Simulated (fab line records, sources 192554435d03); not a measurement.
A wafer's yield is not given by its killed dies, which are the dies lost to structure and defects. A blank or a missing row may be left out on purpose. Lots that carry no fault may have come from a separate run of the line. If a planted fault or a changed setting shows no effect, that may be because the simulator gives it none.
Struck lot and sound lot, side by side :: flow n5-finfet :: 37 out of 1938 route steps
Sound: wafers L460.3, L460.4, L460.6. Struck: wafer L472.5 (left out: L472.4, L472.6 of the same lot, which were not struck); the cause appears at the end.
Per side, at each step with rows, come the tool, then ch with its chambers, and then its first start. Under that, the readings that differ: sound wafers :: struck wafers :: difference of the means :: sigmas: that difference in standard deviations of wafers without a fault.
alike: readings with means less than 2 such deviations apart, plus words and numbers identical on both sides. not compared: withheld readings, readings lacking a value on some wafer, bounds such as >300 that could conceal the same value, and numbers that have no deviation in the record and whose values overlap.
A row with sigmas, a row that says differs or no value, or rows on one side alone: a step with any of these is where the two part. When numbers do not overlap yet have no deviation, they are printed without sigmas and do not part them. A reading that every wafer of one side lacks parts them only if that side has two wafers or more.

first, 9 steps without rows for these wafers: N5_SDB_PRECLEAN_39 (cleans in O3/DIW, time 45 s); N5_SDB_SRD_28 (time 30 s); N5_SDB_ALD_29 (deposits SiNx, target thk 30 nm, pulse time 1 s, ald cycles 600); N5_SDB_CMP_30 (polishes, stops on poly-Si, t overpolish 1.54 s, target thk 30 nm); N5_DUMMY_REMOVAL_HM_STRIP_01 (strips SiNx in CH3F/O2, stops on poly-Si, target depth 4 nm, time 6.8 s); N5_DUMMY_REMOVAL_STRIP_10 (strips in N2/H2, time 40 s); N5_DUMMY_REMOVAL_PRECLEAN_07 (cleans in dHF, time 30 s); N5_DUMMY_REMOVAL_DUMMY_REMOVE_02 (chemistry TMAH, target poly-Si, stops on SiO2, target depth 142 nm, time 57 s, rinse time 30 s); N5_DUMMY_REMOVAL_PRECLEAN_08 (cleans in NF3:NH3, afs cycles 2, time 20 s, sublimation time 60 s).
N5_DUMMY_REMOVAL_PRECLEAN_04: cleans in DHF, time 37 s.
  sound on wet-bench-03 ch 0,3,7, day 5 22:33; struck on wet-bench-03 ch 0,1,5, day 8 16:17
then, 26 steps without rows for these wafers: N5_DUMMY_REMOVAL_SRD_05 (time 30 s); N5_HKMG_FIN_IL_REGROW_00 (material SiO2, chemistry O3, target thk 0.75 nm, time 30 s); N5_HKMG_FIN_HK_ALD_01 (deposits HfO2, target thk 1.6 nm, pulse time 3 s, purge time 3 s); N5_HKMG_FIN_HK_ANNEAL_02 (time 30 s); N5_HKMG_FIN_ALD_74 (deposits La2O3, target thk 0.5 nm, pulse time 6 s, co reactant pulse time 1 s); N5_HKMG_FIN_ALD_75 (deposits Al2O3, target thk 1 nm, co reactant pulse time 1 s); N5_HKMG_FIN_COAT_41 (time 60 s, resist thk 300 nm); N5_HKMG_FIN_COAT_42 (time 60 s, resist thk 35 nm); N5_HKMG_FIN_COAT_43 (resist thk 90 nm); N5_HKMG_FIN_EBR_45; N5_HKMG_FIN_SOFTBAKE_44 (time 60 s); N5_HKMG_FIN_EXPOSE_46 (exposes mask NDIPOLE); N5_HKMG_FIN_PEB_47 (peb time 60 s); N5_HKMG_FIN_DEVELOP_48 (develop time 30 s); N5_HKMG_FIN_DESCUM_53 (chemistry O2, time 7.9 s); N5_HKMG_FIN_ETCH_54 (etches SiARC in CF4, target depth 45.5 nm, time 75.8 s); N5_HKMG_FIN_ETCH_55 (etches SOC in N2/H2, target depth 240 nm, time 300 s); N5_HKMG_FIN_STRIP_56 (strips in N2/H2); N5_HKMG_FIN_STRIP_57 (strips in CF4); N5_HKMG_FIN_ETCH_58 (etches SOC in N2/H2, target depth 215.8 nm, time 741 s); N5_HKMG_FIN_STRIP_93 (strips SOC in N2/H2, time 20 s); N5_HKMG_FIN_WET_ETCH_76 (etches Al2O3 in dNH4OH, stops on La2O3, target depth 2.25 nm, rinse time 30 s); N5_HKMG_FIN_STRIP_60 (strips in N2/H2, time 360 s); N5_HKMG_FIN_WET_ETCH_77 (etches La2O3 in dHCl, stops on HfO2, target depth 2 nm); N5_HKMG_FIN_WET_ETCH_78 (etches Al2O3 in dNH4OH, stops on La2O3, target depth 4.5 nm, rinse time 30 s); N5_HKMG_FIN_ALD_79 (deposits TiN, target thk 1.5 nm, pulse time 1 s, purge time 3 s).
-- here the record skips 9 days between the struck wafers' starts before and after, leaving off in module HKMG_FIN and picking up in module PASSIVATION (first step shown: number 1936 of the route) --
N5_PASSIVATION_PROBE_49:
  record: rows for the struck wafers here (prober-02, day 17 05:10), none for the sound ones

## WHERE THEY PART
Only at N5_PASSIVATION_PROBE_49, as far as this record shows.

WHY: what had been put in by the simulator
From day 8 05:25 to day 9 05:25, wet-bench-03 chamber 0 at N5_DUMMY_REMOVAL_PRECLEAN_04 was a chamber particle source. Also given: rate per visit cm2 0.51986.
